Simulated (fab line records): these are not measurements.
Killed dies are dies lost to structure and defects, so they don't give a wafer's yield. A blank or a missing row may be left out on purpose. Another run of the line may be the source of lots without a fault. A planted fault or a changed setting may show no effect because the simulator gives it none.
Chamber matching | flow n5 finfet | rie si-02 running N5_DUMMY_GATE_ETCH_32: 4 sister chambers
The step etches SiO2 in CF4, target depth 3.5 nm, time 3.9 s. 18 wafers are shown with their chamber, then 9 later ones without.

WAFERS, EACH WITH ITS CHAMBER
wafer  | chamber | throttle valve pct (%) | drypump motor current A (A) | oes product au (a.u.)
L082.1 | 3       | 21.38                  | 6.20                        | 0.941
L082.4 | 0       | 21.92                  | 6.40                        | 0.985
L082.5 | 2       | 22.01                  | 5.87                        | 1.003
L083.1 | 0       | 21.93                  | 6.38                        | 0.980
L083.3 | 2       | 22.00                  | 5.87                        | 1.009
L083.4 | 1       | 21.92                  | 6.07                        | 0.972
L085.1 | 0       | 21.93                  | 6.40                        | 0.977
L085.4 | 2       | 22.01                  | 5.84                        | 1.004
L085.5 | 1       | 21.90                  | 6.06                        | 0.966
L086.3 | 0       | 21.93                  | 6.40                        | 0.986
L086.5 | 1       | 21.90                  | 6.07                        | 0.965
L086.6 | 2       | 22.01                  | 5.86                        | 1.023
L087.1 | 0       | 21.93                  | 6.40                        | 0.984
L087.3 | 2       | 22.03                  | 5.86                        | 1.015
L087.5 | 3       | 21.39                  | 6.21                        | 0.950
L088.2 | 1       | 21.90                  | 6.04                        | 0.976
L088.3 | 2       | 22.00                  | 5.85                        | 1.015
L088.4 | 0       | 21.93                  | 6.44                        | 0.981

SIGNATURES (means of the wafers above)
reading                 | chamber 0 | chamber 1 | chamber 2 | chamber 3 | scatter within a chamber
throttle valve pct      | 21.9283   | 21.9050   | 22.0100   | 21.3850   | 0.00859
drypump motor current A | 6.4033    | 6.0600    | 5.8583    | 6.2050    | 0.0153
oes product au          | 0.98217   | 0.96975   | 1.01150   | 0.94550   | 0.0058
Rule: distance of a wafer from a chamber = root of the sum over the readings of ((wafer's reading minus chamber's mean) / reading's scatter) squared. The wafer belongs to the nearest chamber; if the next one is less than 2 further off, it can't be placed. The scatter: take each reading less its chamber's mean, square it, sum over the shown wafers, divide by the number of wafers less the number of chambers, and take the root.

WAFERS WHOSE CHAMBER IS MISSING
wafer  | throttle valve pct (%) | drypump motor current A (A) | oes product au (a.u.)
L089.2 | 21.39                  | 6.21                        | 0.954
L089.3 | 21.93                  | 6.05                        | 0.985
L089.4 | 22.01                  | 5.84                        | 1.021
L094.1 | 21.91                  | 6.07                        | 0.972
L094.2 | 21.93                  | 6.39                        | 0.987
L094.4 | 21.38                  | 6.18                        | 0.954
L096.3 | 21.40                  | 6.19                        | 0.940
L096.4 | 22.01                  | 5.85                        | 1.005
L096.5 | 21.94                  | 6.42                        | 0.978

THE CHAMBER EACH PASSED THROUGH
wafer  | from the rows above | in truth
L089.2 | 3                   | 3
L089.3 | 1                   | 1
L089.4 | 2                   | 2
L094.1 | 1                   | 1
L094.2 | 0                   | 0
L094.4 | 3                   | 3
L096.3 | 3                   | 3
L096.4 | 2                   | 2
L096.5 | 0                   | 0
Correctly placed: 9 of 9. Not placeable from these rows: 0. Number placed wrongly: 0.
